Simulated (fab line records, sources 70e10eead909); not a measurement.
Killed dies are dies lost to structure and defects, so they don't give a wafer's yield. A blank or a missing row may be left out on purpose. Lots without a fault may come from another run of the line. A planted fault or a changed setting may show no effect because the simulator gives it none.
fab line records | flow nand_harc
record lots=24 wafers=72 last_day=25
route steps=1159 shown A_CONTACT@871
lots that met no fault: from a run of the same line without faults
start_h: hours from the record's first day to the start of the lot's first wafer shown | wait_h: hours since the lot's step before | " the same as in the row above | L1.1+2: a row that stands for several wafers | - no value, or no start given | * or withheld: withheld | < > ~ a bound
route shown NAME@n: a module of which the file shows steps, and the number in the route of the first | usual: mean/standard deviation of fault-free wafers | same: alike in all rows | chamber/n: place in a boat | sites: the reading at each site | _std_site: their standard deviation | _edge_site: outer sites' mean less inner sites' | radius_mm: how far each site lies from the wafer's centre | mask NAME#n: copy n | behind: the tool/chamber that last shaped the wafer | hold: why the lot was held/for how many hours/how that ended | device: the transistor (n, p or np) that didn't switch | end of line: the same wafers' tests at the end of the route | a step without rows: its recipe alone | killed: dies lost to structure and defects at the first sort, not the wafer's yield | map: a wafer's dies, x killed, . not, _ none there
set.NAME: the setting as run; set.NAME@STEP: as run at that earlier step | model.NAME: the simulator's own value behind a step, which no gauge read
steps of the route over a sample of lots; a table a step, a row a wafer
services: from which hour (start_h, from the record's first day; less than 0 if before it) a tool's chamber was out of use, for how many hours, and why
## steps
# step NHARC_A_CONTACT_ETCH_120
# recipe source_w=withheld pressure_mtorr=20 bias_v=3000 time_s=94 target_depth_a=9220 ar_flow_sccm=withheld c4f8_flow_sccm=withheld o2_flow_sccm=withheld chemistry=C4F8/O2/Ar
# columns lot.wafer tool chamber start_h wait_h rf_hours_counter_h
L074.1 har_cap_etch-01 0 371.92 0.1 57
L074.2 " 1 " " 57
L074.5 " 1 " " -
L076.1 har_cap_etch-01 1 380.47 0.1 58
L076.6 " 0 " " -
L076.5 " 1 " " -
L075.2 har_cap_etch-03 1 381.46 0.1 84
L075.1 " 0 " " 84
L075.4 " 0 " " -
L079.1 har_cap_etch-02 1 387.18 0.1 13
L079.4 " 0 " " -
L079.6 " 0 " " -
L077.1 har_cap_etch-03 0 387.53 0.1 85
L077.3 " 0 " " -
L077.6 " 0 " " -
L078.4 har_cap_etch-03 1 405.11 0.1 -
L078.3 " 0 " " -
L078.5 " 1 " " -
L081.2 har_cap_etch-02 1 411.50 0.1 17
L081.4 " 0 " " -
L081.3 " 1 " " -
L082.2 har_cap_etch-01 0 412.55 0.1 63
L082.3 " 0 " " -
L082.5 " 1 " " -
L084.1 har_cap_etch-02 1 419.90 0.1 18
L084.4 " 0 " " -
L084.6 " 0 " " -
L080.1 har_cap_etch-01 1 420.91 0.1 65
L080.6 " 1 " " -
L080.5 " 0 " " -
L083.2 har_cap_etch-01 1 427.40 0.1 67
L083.3 " 1 " " -
L083.5 " 1 " " -
L085.2 har_cap_etch-02 1 441.42 0.1 24
L085.3 " 1 " " -
L085.6 " 0 " " -
L088.3 har_cap_etch-01 1 441.95 0.1 -
L088.5 " 0 " " -
L088.6 " 1 " " -
L087.1 har_cap_etch-03 0 446.01 0.1 95
L087.3 " 1 " " -
L087.5 " 0 " " -
L086.1 har_cap_etch-01 1 455.73 0.1 72
L086.5 " 0 " " -
L086.6 " 1 " " -
L089.1 har_cap_etch-03 0 455.88 0.1 97
L089.3 " 1 " " -
L089.6 " 0 " " -
L091.1 har_cap_etch-01 1 469.36 0.1 74
L091.4 " 1 " " -
L091.3 " 0 " " -
L090.2 har_cap_etch-03 0 470.19 0.1 100
L090.1 " 1 " " 100
L090.6 " 0 " " -
L092.2 har_cap_etch-02 0 473.38 0.1 29
L092.4 " 0 " " -
L092.5 " 0 " " -
L093.4 har_cap_etch-01 0 474.50 0.1 -
L093.5 " 1 " " -
L093.6 " 0 " " -
L094.3 har_cap_etch-02 1 505.02 0.1 -
L094.4 " 0 " " -
L094.5 " 1 " " -
L095.1 har_cap_etch-01 1 509.16 0.1 80
L095.2 " 0 " " 80
L095.4 " 0 " " -
L096.3 har_cap_etch-03 1 511.51 0.1 -
L096.6 " 1 " " -
L096.5 " 0 " " -
L097.1 har_cap_etch-01 0 514.49 0.1 81
L097.5 " 1 " " -
L097.6 " 0 " " -
# step NHARC_A_CONTACT_ETCH_123
# recipe source_w=withheld pressure_mtorr=20 bias_v=400 time_s=253 target_depth_a=10900 ar_flow_sccm=withheld c4f8_flow_sccm=11.5 o2_flow_sccm=7.2 chemistry=C4F8/O2/Ar
# columns lot.wafer tool chamber start_h wait_h rf_hours_counter_h
L074.1 har_cap_etch-01 0 372.20 0.1 57
L074.2 " 1 " " 57
L074.5 " 1 " " -
L076.1 har_cap_etch-01 1 380.78 0.1 58
L076.6 " 0 " " -
L076.5 " 1 " " -
L075.2 har_cap_etch-03 1 381.73 0.1 84
L075.1 " 0 " " 84
L075.4 " 0 " " -
L079.1 har_cap_etch-02 1 387.46 0.1 13
L079.4 " 0 " " -
L079.6 " 0 " " -
L077.1 har_cap_etch-03 0 387.80 0.1 85
L077.3 " 0 " " -
L077.6 " 0 " " -
L078.4 har_cap_etch-03 1 405.47 0.2 -
L078.3 " 0 " " -
L078.5 " 1 " " -
L081.2 har_cap_etch-02 1 411.81 0.1 17
L081.4 " 0 " " -
L081.3 " 1 " " -
L082.2 har_cap_etch-01 0 412.82 0.1 64
L082.3 " 0 " " -
L082.5 " 1 " " -
L084.1 har_cap_etch-02 1 420.18 0.1 19
L084.4 " 0 " " -
L084.6 " 0 " " -
L080.1 har_cap_etch-01 1 421.18 0.1 65
L080.6 " 1 " " -
L080.5 " 0 " " -
L083.2 har_cap_etch-01 1 427.67 0.1 67
L083.3 " 1 " " -
L083.5 " 1 " " -
L085.2 har_cap_etch-02 1 441.70 0.1 24
L085.3 " 1 " " -
L085.6 " 0 " " -
L088.3 har_cap_etch-01 1 442.47 0.3 -
L088.5 " 0 " " -
L088.6 " 1 " " -
L087.1 har_cap_etch-03 0 446.43 0.2 95
L087.3 " 1 " " -
L087.5 " 0 " " -
L086.1 har_cap_etch-01 1 456.05 0.1 73
L086.5 " 0 " " -
L086.6 " 1 " " -
L089.1 har_cap_etch-03 0 456.15 0.1 97
L089.3 " 1 " " -
L089.6 " 0 " " -
L091.1 har_cap_etch-01 1 469.63 0.1 75
L091.4 " 1 " " -
L091.3 " 0 " " -
L090.2 har_cap_etch-03 0 470.46 0.1 100
L090.1 " 1 " " 100
L090.6 " 0 " " -
L092.2 har_cap_etch-02 0 473.69 0.1 29
L092.4 " 0 " " -
L092.5 " 0 " " -
L093.4 har_cap_etch-01 0 474.89 0.2 -
L093.5 " 1 " " -
L093.6 " 0 " " -
L094.3 har_cap_etch-02 1 505.37 0.2 -
L094.4 " 0 " " -
L094.5 " 1 " " -
L095.1 har_cap_etch-01 1 509.44 0.1 80
L095.2 " 0 " " 80
L095.4 " 0 " " -
L096.3 har_cap_etch-03 1 511.86 0.2 -
L096.6 " 1 " " -
L096.5 " 0 " " -
L097.1 har_cap_etch-01 0 514.82 0.1 82
L097.5 " 1 " " -
L097.6 " 0 " " -
# step NHARC_A_CONTACT_DESCUM_74
# recipe time_s=3 o2_flow_sccm=200 ar_flow_sccm=0 bias_power_w=0 chemistry=O2
# usual drypump_motor_current_A=5.6/0.34 oes_product_au=1.001/0.01 rf_vpp_V=57.8/0.77 showerhead_plenum_p_Torr=1.94/0.049 throttle_valve_pct=11.313/0.0089
# columns lot.wafer tool chamber start_h wait_h drypump_motor_current_A oes_product_au rf_hours_counter_h rf_vpp_V showerhead_plenum_p_Torr throttle_valve_pct
L074.2 rie_diel-02 2 376.67 0.1 6.2 0.983 4 57.8 1.87 11.301
L074.1 " 1 " " 5.5 0.988 8 58.4 2.00 11.313
L074.5 " 2 " " 6.2 0.978 - 56.8 1.87 11.312
L076.1 rie_diel-04 1 385.84 0.2 5.6 0.999 30 58.8 1.96 11.305
L076.6 " 3 " " 5.7 1.023 - 58.6 1.89 11.312
L076.5 " 0 " " 5.5 0.978 - 57.1 1.93 11.307
L075.1 rie_diel-08 3 386.33 0.2 6.2 0.998 31 58.1 1.98 11.308
L075.2 " 0 " " 5.2 1.007 31 57.7 1.87 11.314
L075.4 " 1 " " 5.7 1.001 26 57.5 2.02 11.309
L079.4 rie_diel-02 2 391.96 0.1 6.2 1.001 8 56.2 1.87 11.311
L079.1 " 3 " " 5.1 1.001 12 58.5 1.96 11.312
L079.6 " 3 " " 5.1 0.997 - 57.8 1.96 11.323
L077.1 rie_diel-08 2 392.35 0.1 5.5 0.990 28 57.1 2.00 11.313
L077.3 " 3 " " 6.2 1.009 34 59.1 1.97 11.318
L077.6 " 2 " " 5.5 0.988 - 58.5 2.00 11.309
L078.4 rie_diel-04 0 412.71 0.1 5.6 0.997 46 58.4 1.92 11.325
L078.3 " 1 " " 5.6 1.006 40 56.9 1.96 11.313
L078.5 " 3 " " 5.7 1.020 - 57.3 1.88 11.327
L081.4 rie_diel-04 0 420.52 0.1 5.5 0.985 49 57.7 1.92 11.324
L081.3 " 2 " " 6.1 1.004 42 56.8 1.91 11.318
L081.2 " 3 " " 5.7 1.014 45 58.5 1.88 11.299
L082.2 rie_diel-08 2 421.13 0.1 5.5 1.007 35 58.6 2.00 11.328
L082.3 " 3 " " 6.2 1.009 42 56.6 1.97 11.331
L082.5 " 2 " " 5.5 1.011 - 58.4 2.00 11.305
L084.4 rie_diel-02 2 426.48 0.1 6.1 1.006 13 57.8 1.87 11.310
L084.1 " 3 " " 5.1 0.997 19 58.2 1.96 11.311
L084.6 " 2 " " 6.1 1.003 - 58.7 1.87 11.312
L080.1 rie_diel-08 3 426.79 0.1 6.2 1.015 43 58.3 1.97 11.316
L080.5 " 3 " " 6.2 1.004 - 57.5 1.97 11.309
L080.6 " 0 " " 5.2 1.017 - 58.2 1.86 11.309
L083.2 rie_diel-04 2 432.12 0.1 6.2 1.012 45 56.6 1.91 11.314
L083.3 " 3 " " 5.7 1.021 47 57.9 1.88 11.311
L083.5 " 2 " " 6.2 1.015 - 56.4 1.91 11.295
L085.3 rie_diel-02 1 446.28 0.1 5.5 0.988 22 56.5 1.99 11.315
L085.2 " 2 " " 6.1 0.998 17 57.5 1.86 11.307
L085.6 " 0 " " 5.5 1.006 - 57.7 1.91 11.314
L088.3 rie_diel-08 3 447.16 0.1 6.2 1.016 50 58.1 1.97 11.317
L088.5 " 2 " " 5.5 1.009 - 58.4 2.00 11.304
L088.6 " 3 " " 6.2 1.014 - 57.0 1.97 11.328
L087.1 rie_diel-08 0 450.88 0.1 5.2 1.015 54 57.7 1.86 11.312
L087.3 " 1 " " 5.7 0.997 50 58.0 2.01 11.315
L087.5 " 3 " " 6.2 1.010 - 56.3 1.97 11.311
L086.1 rie_diel-04 1 463.94 0.1 5.6 1.008 61 57.0 1.95 11.314
L086.5 " 3 " " 5.8 1.017 - 57.0 1.88 11.322
L086.6 " 0 " " 5.5 0.984 - 57.9 1.92 11.303
L089.1 rie_diel-04 2 465.67 0.1 6.1 1.001 60 59.0 1.90 11.308
L089.3 " 0 " " 5.6 0.993 68 57.9 1.92 11.298
L089.6 " 2 " " 6.2 1.003 - 56.9 1.90 11.312
L091.3 rie_diel-02 1 475.95 0.1 5.5 0.989 28 57.7 1.99 11.309
L091.1 " 3 " " 5.1 0.998 28 57.8 1.95 11.314
L091.4 " 0 " " 5.5 0.996 - 58.8 1.91 11.314
L090.2 rie_diel-04 1 478.00 0.1 5.6 0.999 0 58.1 1.95 11.315
L090.1 " 2 " " 6.2 0.992 1 57.7 1.91 11.313
L090.6 " 0 " " 5.5 0.977 - 57.6 1.92 11.314
L093.6 rie_diel-02 1 479.78 0.1 5.5 0.996 - 56.1 1.99 11.312
L093.5 " 3 " " 5.1 1.001 - 57.3 1.95 11.298
L093.4 " 0 " " 5.5 0.996 - 58.2 1.91 11.315
L092.2 rie_diel-02 3 480.27 0.1 5.1 1.000 30 57.7 1.95 11.323
L092.4 " 3 " " 5.1 1.003 - 57.5 1.95 11.335
L092.5 " 1 " " 5.5 1.000 - 57.5 1.99 11.300
L094.3 rie_diel-08 1 509.76 0.1 5.7 1.007 6 57.2 2.00 11.315
L094.4 " 2 " " 5.5 0.987 7 58.1 1.99 11.317
L094.5 " 0 " " 5.2 1.016 - 56.3 1.86 11.316
L095.4 rie_diel-08 1 514.15 0.1 5.7 0.996 7 56.9 2.00 11.304
L095.1 " 2 " " 5.5 0.995 9 59.2 1.99 11.317
L095.2 " 3 " " 6.1 0.991 9 59.3 1.96 11.313
L096.3 rie_diel-08 3 518.06 0.1 6.2 1.000 11 57.2 1.96 11.319
L096.5 " 3 " " 6.2 0.996 - 58.8 1.96 11.315
L096.6 " 0 " " 5.2 1.005 - 56.3 1.85 11.317
L097.1 rie_diel-08 1 521.84 0.1 5.7 1.005 12 57.2 2.00 11.308
L097.5 " 2 " " 5.5 0.987 - 57.7 1.99 11.319
L097.6 " 3 " " 6.2 0.984 - 58.3 1.96 11.311
# step NHARC_A_CONTACT_ETCH_77
# recipe target_depth_a=726 time_s=36.3 cf4_flow_sccm=100 chf3_flow_sccm=30 ar_flow_sccm=0 rf_w=500 bias_w=200 chemistry=CF4/CHF3
# usual drypump_motor_current_A=5.6/0.35 oes_product_au=0.935/0.019 rf_vpp_V=371.2/1.5 showerhead_plenum_p_Torr=1.59/0.038 throttle_valve_pct=16.804/0.0091
# columns lot.wafer tool chamber start_h wait_h drypump_motor_current_A oes_product_au rf_hours_counter_h rf_vpp_V showerhead_plenum_p_Torr throttle_valve_pct
L074.2 rie_diel-02 2 - - 6.2 0.955 5 370.6 1.54 16.797
L074.1 " 0 " " 5.5 0.926 8 370.3 1.57 16.811
L074.5 " 2 " " 6.1 0.954 - 370.0 1.54 16.807
L076.1 rie_diel-04 0 - - 5.6 0.906 33 370.6 1.58 16.801
L076.6 " 1 " " 5.6 0.919 - 371.9 1.61 16.806
L076.5 " 2 " " 6.1 0.920 - 371.6 1.58 16.801
L075.2 rie_diel-08 0 - - 5.2 0.944 32 368.7 1.54 16.800
L075.1 " 2 " " 5.5 0.929 25 373.9 1.64 16.807
L075.4 " 3 " " 6.2 0.933 32 372.4 1.62 16.814
L079.1 rie_diel-02 2 - - 6.2 0.925 8 370.1 1.54 16.812
L079.4 " 0 " " 5.4 0.924 11 370.1 1.57 16.802
L079.6 " 1 " " 5.5 0.926 - 374.9 1.64 16.798
L077.1 rie_diel-08 3 - - 6.1 0.927 34 372.6 1.62 16.817
L077.3 " 0 " " 5.2 0.936 35 368.6 1.54 16.805
L077.6 " 0 " " 5.2 0.929 - 370.4 1.54 16.812
L078.3 rie_diel-04 3 - - 5.8 0.977 42 370.9 1.55 16.802
L078.4 " 0 " " 5.5 0.937 46 372.0 1.58 16.801
L078.5 " 2 " " 6.2 0.974 - 371.2 1.57 16.796
L081.2 rie_diel-04 1 - - 5.6 0.931 44 372.5 1.61 16.792
L081.3 " 3 " " 5.8 0.940 45 368.9 1.55 16.800
L081.4 " 0 " " 5.5 0.912 49 371.7 1.58 16.807
L082.2 rie_diel-08 3 - - 6.2 0.931 42 372.6 1.62 16.810
L082.3 " 1 " " 5.7 0.918 39 373.5 1.65 16.795
L082.5 " 0 " " 5.2 0.936 - 369.4 1.54 16.794
L084.1 rie_diel-02 0 - - 5.5 0.922 15 370.4 1.57 16.800
L084.4 " 1 " " 5.6 0.933 18 372.0 1.64 16.801
L084.6 " 1 " " 5.5 0.930 - 373.2 1.63 16.808
L080.1 rie_diel-08 2 - - 5.5 0.935 37 372.8 1.64 16.810
L080.5 " 2 " " 5.5 0.925 - 371.7 1.64 16.799
L080.6 " 3 " " 6.2 0.937 - 371.1 1.62 16.815
L083.2 rie_diel-04 1 - - 5.6 0.935 46 371.1 1.61 16.800
L083.3 " 0 " " 5.5 0.918 51 370.5 1.58 16.815
L083.5 " 2 " " 6.2 0.923 - 371.6 1.57 16.810
L085.2 rie_diel-02 1 - - 5.5 0.923 22 371.7 1.63 16.813
L085.3 " 3 " " 5.2 0.926 23 371.9 1.60 16.808
L085.6 " 0 " " 5.5 0.923 - 371.8 1.57 16.802
L088.3 rie_diel-08 3 - - 6.2 0.931 51 372.5 1.62 16.810
L088.5 " 2 " " 5.5 0.929 - 372.3 1.64 16.805
L088.6 " 3 " " 6.2 0.936 - 372.3 1.62 16.795
L087.3 rie_diel-08 3 - - 6.2 0.969 52 370.4 1.62 16.806
L087.1 " 1 " " 5.7 0.970 50 372.9 1.65 16.798
L087.5 " 3 " " 6.2 0.962 - 370.2 1.62 16.809
L086.1 rie_diel-04 2 - - 6.2 0.924 59 370.7 1.57 16.808
L086.5 " 2 " " 6.1 0.922 - 369.3 1.57 16.807
L086.6 " 3 " " 5.7 0.942 - 368.7 1.55 16.810
L089.1 rie_diel-02 3 466.22 - 5.1 0.924 26 371.6 1.60 16.806
L089.3 " 0 " " 5.5 0.929 22 371.6 1.57 16.807
L089.6 " 2 " " 6.1 0.925 - 369.5 1.53 16.798
L091.1 rie_diel-02 3 - - 5.1 0.924 29 371.5 1.60 16.808
L091.3 " 0 " " 5.5 0.929 25 369.0 1.57 16.795
L091.4 " 0 " " 5.5 0.932 - 369.7 1.57 16.798
L090.2 rie_diel-04 0 - - 5.5 0.944 1 370.6 1.57 16.805
L090.1 " 1 " " 5.6 0.962 1 371.6 1.60 16.804
L090.6 " 1 " " 5.6 0.952 - 372.6 1.60 16.791
L093.4 rie_diel-02 0 - - 5.5 0.943 - 370.6 1.57 16.804
L093.6 " 1 " " 5.5 0.941 - 371.7 1.63 16.816
L093.5 " 3 " " 5.1 0.952 - 370.8 1.60 16.820
L092.2 rie_diel-02 3 - - 5.1 0.922 30 370.8 1.60 16.789
L092.5 " 1 " " 5.5 0.919 - 371.4 1.63 16.788
L092.4 " 3 " " 5.2 0.923 - 371.8 1.60 16.808
L094.4 rie_diel-08 3 - - 6.2 0.909 8 371.1 1.61 16.816
L094.3 " 0 " " 5.2 0.931 7 368.7 1.53 16.793
L094.5 " 0 " " 5.2 0.928 - 368.4 1.53 16.806
L095.1 rie_diel-08 0 - - 5.2 0.980 8 367.8 1.53 16.795
L095.2 " 1 " " 5.7 0.964 7 372.9 1.64 16.808
L095.4 " 2 " " 5.5 0.955 9 373.2 1.63 16.825
L096.3 rie_diel-08 0 - - 5.2 0.930 10 368.4 1.53 16.806
L096.5 " 2 " " 5.5 0.913 - 372.8 1.63 16.815
L096.6 " 3 " " 6.2 0.914 - 371.1 1.61 16.822
L097.1 rie_diel-08 0 - - 5.2 0.936 12 368.8 1.53 16.786
L097.6 " 2 " " 5.5 0.922 - 372.5 1.63 16.805
L097.5 " 3 " " 6.2 0.912 - 373.3 1.61 16.794
# step NHARC_A_CONTACT_DEP_84
# recipe target_thk_a=20000 temp_c=400 material=aC
# usual throttle_valve_pct=34.999/0.01
# columns lot.wafer tool chamber start_h wait_h throttle_valve_pct
L074.1 acl_dep-03 0 382.10 - 34.997
L074.2 " 0 " " 35.004
L074.5 " 0 " " 35.007
L076.1 acl_dep-03 0 391.01 - 34.979
L076.5 " 0 " " 35.005
L076.6 " 0 " " 34.999
L075.1 acl_dep-01 0 391.87 - 35.015
L075.2 " 0 " " 35.021
L075.4 " 0 " " 35.004
L079.1 acl_dep-03 0 397.15 - 35.008
L079.4 " 0 " " 35.004
L079.6 " 0 " " 34.995
L077.1 acl_dep-02 0 399.51 - 35.003
L077.3 " 0 " " 35.001
L077.6 " 0 " " 34.998
L078.3 acl_dep-01 0 419.78 - 35.001
L078.4 " 0 " " 35.017
L078.5 " 0 " " 34.995
L082.2 acl_dep-01 0 425.66 - 34.991
L082.3 " 0 " " 34.999
L082.5 " 0 " " 34.984
L081.2 acl_dep-03 0 426.00 - 34.997
L081.3 " 0 " " 34.985
L081.4 " 0 " " 35.010
L084.1 acl_dep-02 0 430.66 - 34.995
L084.4 " 0 " " 35.015
L084.6 " 0 " " 34.997
L080.1 acl_dep-01 0 431.89 - 34.999
L080.5 " 0 " " 35.008
L080.6 " 0 " " 34.997
L083.2 acl_dep-02 0 437.78 - 35.013
L083.3 " 0 " " 34.988
L083.5 " 0 " " 34.988
L085.2 acl_dep-03 0 450.70 - 34.979
L085.3 " 0 " " 35.004
L085.6 " 0 " " 35.001
L088.3 acl_dep-02 0 454.89 - 35.007
L088.5 " 0 " " 35.000
L088.6 " 0 " " 34.995
L087.1 acl_dep-01 0 456.42 - 35.024
L087.3 " 0 " " 34.999
L087.5 " 0 " " 34.986
L086.1 acl_dep-01 0 472.26 - 34.983
L086.5 " 0 " " 35.026
L086.6 " 0 " " 34.999
L089.1 acl_dep-02 0 473.04 - 34.995
L089.3 " 0 " " 35.001
L089.6 " 0 " " 34.985
L091.1 acl_dep-02 0 480.97 - 34.994
L091.3 " 0 " " 35.003
L091.4 " 0 " " 34.981
L090.1 acl_dep-03 0 484.60 - 35.009
L090.2 " 0 " " 35.002
L090.6 " 0 " " 35.007
L093.4 acl_dep-02 0 486.56 - 34.981
L093.5 " 0 " " 34.995
L093.6 " 0 " " 34.999
L092.2 acl_dep-02 0 487.39 - 34.997
L092.4 " 0 " " 34.995
L092.5 " 0 " " 35.005
L094.3 acl_dep-03 0 516.30 - 35.010
L094.4 " 0 " " 34.992
L094.5 " 0 " " 34.984
L095.1 acl_dep-03 0 519.36 - 34.998
L095.2 " 0 " " 34.997
L095.4 " 0 " " 35.011
L096.3 acl_dep-02 0 523.80 - 35.016
L096.5 " 0 " " 35.001
L096.6 " 0 " " 34.981
L097.1 acl_dep-03 0 528.52 - 35.011
L097.5 " 0 " " 34.998
L097.6 " 0 " " 34.983
# step NHARC_A_CONTACT_DESCUM_13
# recipe time_s=3 o2_flow_sccm=200 ar_flow_sccm=0 bias_power_w=0 chemistry=O2
# usual drypump_motor_current_A=5.6/0.34 oes_product_au=1.001/0.0097 rf_vpp_V=57.9/0.9 showerhead_plenum_p_Torr=1.92/0.043 throttle_valve_pct=11.312/0.0097
# columns lot.wafer tool chamber start_h wait_h drypump_motor_current_A oes_product_au rf_hours_counter_h rf_vpp_V showerhead_plenum_p_Torr throttle_valve_pct
L074.2 rie_diel-02 0 384.45 0.1 5.5 0.996 9 58.3 1.91 11.304
L074.1 " 2 " " 6.2 0.990 6 57.3 1.87 11.317
L074.5 " 0 " " 5.5 1.003 - 57.8 1.91 11.303
L076.1 rie_diel-02 3 393.21 0.1 5.1 0.988 12 58.2 1.96 11.322
L076.5 " 1 " " 5.5 0.991 - 58.2 2.00 11.302
L076.6 " 2 " " 6.1 0.989 - 55.6 1.87 11.314
L075.2 rie_diel-04 3 394.06 0.1 5.7 0.995 35 57.5 1.89 11.303
L075.1 " 1 " " 5.7 0.999 33 58.0 1.96 11.296
L075.4 " 2 " " 6.1 1.007 32 57.1 1.91 11.295
L079.1 rie_diel-02 1 399.21 0.1 5.5 1.006 13 58.2 1.99 11.296
L079.4 " 2 " " 6.1 1.001 9 57.8 1.87 11.309
L079.6 " 3 " " 5.1 0.993 - 57.2 1.96 11.323
L077.1 rie_diel-04 2 401.72 0.1 6.2 1.002 35 59.1 1.91 11.304
L077.3 " 3 " " 5.8 1.000 37 57.5 1.89 11.303
L077.6 " 2 " " 6.2 0.996 - 56.3 1.91 11.305
L078.4 rie_diel-04 2 421.51 0.2 6.1 1.011 43 59.0 1.91 11.314
L078.3 " 1 " " 5.6 1.014 44 57.8 1.96 11.314
L078.5 " 3 " " 5.8 1.012 - 57.8 1.88 11.317
L082.2 rie_diel-04 3 427.51 0.1 5.8 1.022 47 56.4 1.88 11.311
L082.3 " 0 " " 5.6 0.982 51 57.0 1.92 11.327
L082.5 " 1 " " 5.7 1.001 - 58.6 1.96 11.304
L081.4 rie_diel-02 3 428.00 0.1 5.1 0.998 20 56.8 1.95 11.317
L081.2 " 0 " " 5.5 0.998 15 58.6 1.91 11.302
L081.3 " 1 " " 5.5 1.000 18 57.5 1.99 11.317
L084.1 rie_diel-02 3 433.00 0.1 5.1 0.998 20 58.5 1.95 11.316
L084.4 " 1 " " 5.5 1.003 19 59.1 1.99 11.319
L084.6 " 3 " " 5.1 0.998 - 58.8 1.95 11.290
L080.1 rie_diel-04 0 434.07 0.1 5.6 0.989 52 58.0 1.92 11.315
L080.5 " 3 " " 5.8 1.024 - 58.1 1.88 11.303
L080.6 " 0 " " 5.6 0.992 - 58.8 1.92 11.322
L083.2 rie_diel-08 0 439.77 0.1 5.2 1.014 50 57.9 1.86 11.332
L083.3 " 1 " " 5.7 1.002 44 58.1 2.01 11.317
L083.5 " 3 " " 6.2 1.017 - 57.2 1.97 11.298
L085.2 rie_diel-02 3 452.67 0.1 5.1 1.009 24 59.8 1.95 11.321
L085.3 " 1 " " 5.5 1.011 23 57.5 1.99 11.301
L085.6 " 3 " " 5.1 0.992 - 58.1 1.95 11.312
L088.3 rie_diel-02 1 456.69 0.1 5.5 0.997 24 59.3 1.99 11.303
L088.5 " 0 " " 5.5 0.993 - 57.4 1.91 11.297
L088.6 " 1 " " 5.5 1.001 - 58.1 1.99 11.316
L087.3 rie_diel-02 2 458.48 0.1 6.1 1.008 20 57.7 1.86 11.328
L087.1 " 3 " " 5.1 0.993 25 58.8 1.95 11.323
L087.5 " 1 " " 5.5 1.007 - 57.2 1.99 11.328
L086.1 rie_diel-02 3 474.30 0.1 5.1 0.993 28 56.9 1.95 11.306
L086.6 " 2 " " 6.1 1.008 - 57.8 1.86 11.301
L086.5 " 3 " " 5.1 0.997 - 59.1 1.95 11.325
L089.1 rie_diel-04 3 475.21 0.1 5.8 1.014 0 56.9 1.88 11.318
L089.3 " 2 " " 6.2 0.998 0 57.2 1.91 11.313
L089.6 " 3 " " 5.8 1.007 - 55.8 1.88 11.296
L091.4 rie_diel-04 0 483.02 0.1 5.6 0.986 3 56.6 1.92 11.316
L091.1 " 1 " " 5.6 0.997 3 59.0 1.95 11.309
L091.3 " 2 " " 6.2 0.991 2 58.8 1.90 11.306
L090.1 rie_diel-08 0 488.47 0.1 5.2 1.012 0 59.2 1.86 11.315
L090.2 " 1 " " 5.7 1.013 0 58.7 2.00 11.314
L090.6 " 0 " " 5.2 1.019 - 58.4 1.86 11.299
L093.4 rie_diel-02 2 488.56 0.1 6.1 1.009 23 58.3 1.86 11.307
L093.5 " 0 " " 5.5 0.994 - 58.9 1.91 11.313
L093.6 " 1 " " 5.5 1.012 - 59.2 1.99 11.306
L092.2 rie_diel-04 0 489.24 0.1 5.5 0.991 4 59.0 1.91 11.310
L092.4 " 2 " " 6.1 1.009 3 56.6 1.90 11.328
L092.5 " 0 " " 5.5 1.003 - 60.0 1.91 11.329
L094.3 rie_diel-04 0 517.97 0.1 5.6 0.981 16 58.1 1.91 11.325
L094.4 " 1 " " 5.6 0.987 - 58.9 1.95 11.313
L094.5 " 0 " " 5.6 0.984 - 58.0 1.91 11.296
L095.2 rie_diel-02 0 521.61 0.1 5.4 0.995 0 56.8 1.90 11.324
L095.4 " 1 " " 5.5 1.006 1 57.2 1.99 11.285
L095.1 " 3 " " 5.1 1.007 1 57.6 1.95 11.315
L096.3 rie_diel-02 1 525.71 0.2 5.5 1.005 2 57.4 1.99 11.295
L096.5 " 1 " " 5.5 1.011 - 58.3 1.99 11.325
L096.6 " 2 " " 6.1 0.998 - 57.7 1.86 11.314
L097.1 rie_diel-02 1 530.58 0.1 5.5 1.015 3 59.4 1.99 11.293
L097.5 " 3 " " 5.1 1.013 - 58.1 1.95 11.308
L097.6 " 0 " " 5.5 0.992 - 58.7 1.90 11.325
## services
# columns tool chamber start_h hours kind
acl_dep-02 - 350.25 13.0 pm
rie_diel-02 2 351.49 19.5 repair
rie_diel-02 0 361.33 4.1 repair
rie_diel-02 1 361.33 - clean
rie_diel-02 3 361.33 - clean
rie_diel-02 0 385.86 - clean
rie_diel-02 1 385.86 - clean
rie_diel-02 2 385.86 - clean
rie_diel-02 3 385.86 - clean
rie_diel-02 2 399.59 5.1 repair
acl_dep-03 - 405.62 13.0 pm
rie_diel-02 0 410.79 - clean
rie_diel-08 - 412.46 2.5 repair
rie_diel-02 2 459.83 4.2 repair
rie_diel-02 1 462.89 1.5 repair
rie_diel-04 - 466.05 9.0 pm
rie_diel-02 2 475.63 6.5 repair
rie_diel-04 - 476.57 1.2 repair
acl_dep-01 - 478.76 13.0 pm
rie_diel-08 - 478.86 9.0 pm
acl_dep-03 - 487.82 3.2 repair
rie_diel-02 - 504.83 9.0 pm
rie_diel-04 2 516.64 13.8 repair
rie_diel-08 3 523.50 2.9 repair
## key
fault none
